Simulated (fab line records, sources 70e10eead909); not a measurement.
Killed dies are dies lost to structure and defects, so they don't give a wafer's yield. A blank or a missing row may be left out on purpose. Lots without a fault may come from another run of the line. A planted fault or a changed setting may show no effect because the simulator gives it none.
fab line records | flow nand_harc
record lots=13 wafers=39 last_day=33
route steps=1302 shown A_BONDPAD@1228 THIN_TSV@1245
lots that met no fault: from a run of the same line without faults
start_h: hours from the record's first day to the start of the lot's first wafer shown | wait_h: hours since the lot's step before | " the same as in the row above | L1.1+2: a row that stands for several wafers | - no value, or no start given | * or withheld: withheld | < > ~ a bound
route shown NAME@n: a module of which the file shows steps, and the number in the route of the first | usual: mean/standard deviation of fault-free wafers | same: alike in all rows | chamber/n: place in a boat | sites: the reading at each site | _std_site: their standard deviation | _edge_site: outer sites' mean less inner sites' | radius_mm: how far each site lies from the wafer's centre | mask NAME#n: copy n | behind: the tool/chamber that last shaped the wafer | hold: why the lot was held/for how many hours/how that ended | device: the transistor (n, p or np) that didn't switch | end of line: the same wafers' tests at the end of the route | a step without rows: its recipe alone | killed: dies lost to structure and defects at the first sort, not the wafer's yield | map: a wafer's dies, x killed, . not, _ none there
set.NAME: the setting as run; set.NAME@STEP: as run at that earlier step | model.NAME: the simulator's own value behind a step, which no gauge read
steps of the route over a sample of lots; a table a step, a row a wafer
services: from which hour (start_h, from the record's first day; less than 0 if before it) a tool's chamber was out of use, for how many hours, and why
## steps
# step NHARC_A_BONDPAD_PVD_27
# recipe target_thk_a=300 chamber_pressure_pa=5 power_w=5000 substrate_temp_c=30 time_s=20.49 material=Cu
# usual chamber_pressure_pa=5.000/0.011 throttle_valve_pct=30.3/1.2
# columns lot.wafer tool chamber start_h wait_h chamber_pressure_pa throttle_valve_pct
L232.2 pvd_sputter-01 - - - 5.008 31.4
L232.1 " - " " 4.999 29.4
L232.5 " - " " 4.999 31.2
L231.1 pvd_sputter-02 - - - 5.000 30.5
L231.4 " - " " 4.990 27.8
L231.6 " - " " 5.019 31.0
L233.2 pvd_sputter-01 - - - 5.012 30.4
L233.6 " - " " 5.004 30.9
L233.5 " - " " 4.992 29.5
L236.1 pvd_sputter-01 - - - 4.994 30.4
L236.2 " - " " 4.994 29.5
L236.6 " - " " 5.001 30.6
L238.3 pvd_sputter-01 - - - 5.000 30.9
L238.4 " - " " 5.010 29.4
L238.2 " - " " 4.997 30.9
L239.3 pvd_sputter-01 - - - 4.995 30.3
L239.6 " - " " 5.000 29.3
L239.5 " - " " 5.001 31.0
L241.3 pvd_sputter-03 - - - 4.994 31.0
L241.1 " - " " 4.980 29.8
L241.5 " - " " 5.007 31.4
L237.3 pvd_sputter-02 - - - 4.993 29.0
L237.2 " - " " 5.008 31.4
L237.4 " - " " 5.015 28.9
L246.4 pvd_sputter-03 - - - 5.007 29.2
L246.3 " - " " 5.012 31.3
L246.2 " - " " 5.005 32.9
L249.4 pvd_sputter-02 - - - 5.005 31.5
L249.5 " - " " 4.991 31.8
L249.6 " - " " 4.996 30.6
L251.4 pvd_sputter-03 - - - 4.990 30.8
L251.2 " - " " 5.005 33.7
L251.5 " - " " 4.999 30.7
L254.2 pvd_sputter-01 - - - 5.009 31.0
L254.3 " - " " 5.015 29.9
L254.1 " - " " 5.016 29.5
L253.3 pvd_sputter-03 - - - 5.006 28.1
L253.6 " - " " 4.988 29.9
L253.5 " - " " 5.002 30.7
# step NHARC_THIN_TSV_CMP_01
# recipe target_thk_um=3
# usual motor_current_A=12.5/0.81
# columns lot.wafer tool chamber start_h wait_h motor_current_A
L232.2 cmp-01 1 545.64 0.8 13.5
L232.1 " 0 " " 12.7
L232.5 " 1 " " 14.0
L231.1 cmp-02 1 556.27 1.0 12.5
L231.4 " 2 " " 11.9
L231.6 " 1 " " 12.5
L233.2 cmp-04 3 563.17 0.8 14.3
L233.5 " 3 " " 15.0
L233.6 " 0 " " 11.4
L236.1 cmp-02 3 579.60 1.1 13.3
L236.2 " 0 " " 11.4
L236.6 " 2 " " 12.5
L238.2 cmp-02 3 612.84 0.8 13.3
L238.3 " 0 " " 12.4
L238.4 " 2 " " 12.2
L239.3 cmp-02 3 620.55 0.6 14.3
L239.5 " 2 " " 11.7
L239.6 " 3 " " 14.2
L241.1 cmp-02 2 650.24 1.0 11.7
L241.3 " 0 " " 11.7
L241.5 " 3 " " 14.0
L237.2 cmp-02 3 675.82 1.0 13.5
L237.3 " 0 " " 12.1
L237.4 " 2 " " 12.5
L246.4 cmp-02 1 678.08 0.4 12.1
L246.3 " 2 " " 12.3
L246.2 " 3 " " 12.8
L249.4 cmp-02 3 745.28 0.5 13.9
L249.6 " 0 " " 11.7
L249.5 " 1 " " 12.7
L251.4 cmp-01 1 747.58 0.4 13.1
L251.2 " 2 " " 12.8
L251.5 " 1 " " 13.2
L254.1 cmp-04 1 755.65 1.0 11.6
L254.3 " 3 " " 14.4
L254.2 " 0 " " 11.2
L253.3 cmp-02 1 756.86 0.6 12.3
L253.5 " 0 " " 12.1
L253.6 " 1 " " 12.3
# step NHARC_THIN_TSV_ETCH_44
# recipe target_depth_a=15942 time_s=797.1 cf4_flow_sccm=150 o2_flow_sccm=10 ar_flow_sccm=0 rf_w=300 bias_w=800 chemistry=CF4/O2
# usual bias_w=799.9/2.4 drypump_motor_current_A=5.7/0.31 oes_product_au=0.998/0.015 rf_fwd_power_W=299.6/0.93 rf_vpp_V=796/4.4 showerhead_plenum_p_Torr=1.85/0.07 throttle_valve_pct=16.914/0.0084
# columns lot.wafer tool chamber start_h wait_h bias_w drypump_motor_current_A oes_product_au rf_fwd_power_W rf_hours_counter_h rf_vpp_V showerhead_plenum_p_Torr throttle_valve_pct
L232.1 rie_diel-03 1 547.20 0.1 799.2 5.4 0.989 298.2 5.3 791 1.79 16.922
L232.2 " 3 " " 800.4 5.8 0.985 298.4 5.7 802 1.96 16.909
L232.5 " 1 " " 799.5 5.4 0.990 299.6 - 792 1.79 16.909
L231.4 rie_diel-03 3 557.86 0.1 804.7 5.8 0.987 299.7 6.1 803 1.96 16.906
L231.1 " 0 " " 796.7 5.3 1.020 301.0 6.2 799 1.91 16.910
L231.6 " 0 " " 798.3 5.4 1.002 298.7 - 800 1.91 16.901
L233.2 rie_diel-11 1 564.85 0.2 799.6 6.0 0.996 300.0 7.4 793 1.81 16.915
L233.6 " 3 " " 800.1 5.3 0.978 300.5 - 800 1.93 16.912
L233.5 " 0 " " 798.9 6.1 1.026 299.5 - 791 1.77 16.908
L236.2 rie_diel-11 1 581.22 0.2 797.0 6.1 0.978 300.6 7.9 792 1.81 16.925
L236.1 " 2 " " 799.6 5.8 0.998 298.2 8.0 794 1.82 16.910
L236.6 " 0 " " 802.9 6.1 1.019 298.9 - 790 1.77 16.916
L238.2 rie_diel-01 1 614.42 0.1 797.6 5.8 0.978 299.1 1.2 801 1.94 16.912
L238.3 " 2 " " 803.5 5.8 1.009 299.5 1.2 794 1.84 16.914
L238.4 " 2 " " 800.4 5.7 0.997 298.8 - 795 1.84 16.908
L239.3 rie_diel-01 1 622.27 0.2 799.5 5.8 0.993 299.3 1.7 803 1.94 16.920
L239.6 " 0 " " 799.5 5.2 1.019 300.5 - 793 1.80 16.904
L239.5 " 1 " " 797.3 5.8 0.990 298.9 - 800 1.94 16.915
L241.3 rie_diel-03 3 651.85 0.1 798.9 5.8 1.012 299.7 1.0 802 1.96 16.914
L241.1 " 1 " " 804.6 5.4 0.996 301.0 1.6 792 1.79 16.917
L241.5 " 3 " " 799.3 5.8 1.007 299.8 - 804 1.96 16.921
L237.2 rie_diel-11 1 677.38 0.1 799.9 6.0 0.986 299.7 4.6 793 1.81 16.912
L237.3 " 3 " " 796.0 5.3 0.997 299.6 3.1 801 1.93 16.911
L237.4 " 0 " " 798.2 6.1 0.999 299.5 4.1 793 1.77 16.910
L246.4 rie_diel-01 2 679.69 0.1 801.4 5.7 0.992 298.8 4.4 796 1.84 16.909
L246.3 " 3 " " 799.2 5.8 1.006 299.6 3.0 787 1.72 16.911
L246.2 " 0 " " 798.1 5.2 0.770 180.8 4.4 793 1.80 16.921
L249.4 rie_diel-03 3 746.95 0.1 801.3 5.8 0.994 298.8 7.2 802 1.96 16.917
L249.6 " 2 " " 797.4 6.2 0.987 299.1 - 794 1.83 16.915
L249.5 " 3 " " 799.9 5.8 1.003 297.6 - 802 1.96 16.906
L251.2 rie_diel-01 1 749.14 0.1 799.9 5.8 0.975 299.8 0.3 801 1.94 16.922
L251.4 " 3 " " 803.2 5.9 0.989 298.7 0.6 788 1.72 16.916
L251.5 " 1 " " 800.1 5.8 0.982 298.6 - 801 1.94 16.918
L254.1 rie_diel-11 1 757.09 0.1 799.8 6.1 0.970 300.3 8.9 793 1.81 16.906
L254.2 " 2 " " 798.4 5.8 0.993 299.3 8.0 793 1.82 16.906
L254.3 " 0 " " 796.0 6.0 1.000 298.9 8.6 790 1.77 16.893
L253.3 rie_diel-01 0 758.64 0.2 800.2 5.2 1.009 299.2 1.4 793 1.80 16.920
L253.5 " 2 " " 797.0 5.7 1.021 298.6 - 795 1.84 16.926
L253.6 " 3 " " 800.4 5.8 1.002 298.7 - 787 1.72 16.904
# step NHARC_THIN_TSV_PVD_19
# recipe target_thk_a=200 chamber_pressure_pa=5 material=TaN
# usual chamber_pressure_pa=4.999/0.01 throttle_valve_pct=30.5/1.2
# columns lot.wafer tool chamber start_h wait_h chamber_pressure_pa throttle_valve_pct
L232.1 pvd_sputter-03 - - - 4.993 33.0
L232.2 " - " " 4.990 28.9
L232.5 " - " " 5.008 33.0
L231.1 pvd_sputter-01 - - - 4.996 30.2
L231.4 " - " " 5.002 29.5
L231.6 " - " " 5.004 30.5
L233.2 pvd_sputter-03 - - - 5.002 29.8
L233.6 " - " " 5.003 30.8
L233.5 " - " " 5.014 32.8
L236.2 pvd_sputter-03 - - - 5.002 29.3
L236.1 " - " " 4.996 29.6
L236.6 " - " " 4.984 32.8
L238.2 pvd_sputter-01 - - - 4.982 30.8
L238.3 " - " " 5.003 31.3
L238.4 " - " " 5.009 29.5
L239.3 pvd_sputter-01 - - - 5.011 31.0
L239.6 " - " " 5.016 31.1
L239.5 " - " " 4.998 30.5
L241.1 pvd_sputter-02 - - - 4.999 31.6
L241.3 " - " " 4.995 28.9
L241.5 " - " " 5.015 31.6
L237.4 pvd_sputter-01 - - - 4.996 30.8
L237.3 " - " " 4.997 31.0
L237.2 " - " " 4.994 30.3
L246.2 pvd_sputter-02 - - - 4.999 28.9
L246.3 " - " " 5.014 31.1
L246.4 " - " " 4.999 28.7
L249.4 pvd_sputter-01 - - - 5.001 29.6
L249.6 " - " " 4.996 29.4
L249.5 " - " " 5.012 31.1
L251.2 pvd_sputter-03 - - - 5.007 29.9
L251.4 " - " " 4.990 33.6
L251.5 " - " " 5.029 29.9
L254.2 pvd_sputter-02 - - - 5.002 30.8
L254.1 " - " " 4.986 28.8
L254.3 " - " " 5.029 28.9
L253.3 pvd_sputter-02 - - - 4.994 28.7
L253.6 " - " " 5.011 31.7
L253.5 " - " " 4.994 30.9
## services
# columns tool chamber start_h hours kind
pvd_sputter-03 - 520.73 2.2 repair
pvd_sputter-03 - 526.00 10.0 pm
cmp-02 - 527.24 0.3 repair
cmp-02 - 531.82 4.0 pm
cmp-02 - 551.25 0.7 repair
pvd_sputter-02 - 558.27 5.3 repair
pvd_sputter-01 - 561.65 1.5 repair
cmp-02 - 581.41 0.9 repair
pvd_sputter-01 - 582.00 10.0 pm
pvd_sputter-02 - 596.48 1.2 repair
cmp-02 - 599.34 4.6 repair
pvd_sputter-01 - 622.57 2.0 repair
cmp-02 - 629.82 4.0 pm
pvd_sputter-03 - 637.30 2.8 repair
pvd_sputter-02 - 639.59 10.0 pm
pvd_sputter-03 - 642.05 1.0 repair
cmp-02 - 654.38 4.8 repair
pvd_sputter-01 - 685.11 3.2 repair
pvd_sputter-03 - 704.00 10.0 pm
pvd_sputter-01 - 721.07 3.1 repair
cmp-02 - 727.91 4.0 pm
cmp-02 - 735.28 0.9 repair
cmp-02 - 739.75 1.7 repair
pvd_sputter-01 - 760.00 10.0 pm
## key
first_sign step=NHARC_THIN_TSV_ETCH_44 reading=rf_fwd_power_W direction=down sigmas=99+ usual=* struck=*
effect step=NHARC_THIN_TSV_ETCH_44 reading=oes_product_au direction=down sigmas=16 usual=0.998 struck=0.770
met_at NHARC_THIN_TSV_ETCH_44
struck_lots L246
struck_wafers L246.2
later_rows_left_out L246.2
sort_left_out L246.2
not_acting_at NHARC_A_BONDPAD_PVD_27,NHARC_THIN_TSV_CMP_01,NHARC_THIN_TSV_PVD_19
onset_between 622.27 679.69
fault kind=process_parameter_drift tool=rie_diel-01 chamber=0 onset_h=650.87 steps=NHARC_THIN_TSV_ETCH_44 channel=rf_w offset=* shape=step end_h=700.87 acts_in=* stated=*
# sort_left_out: the simulated sort isn't trusted on such a fault, so these wafers' sort isn't shown, and their yield isn't known
# later_rows_left_out: the simulator's readings of these wafers behind a module that went badly wrong aren't trusted and aren't shown, but for the sort
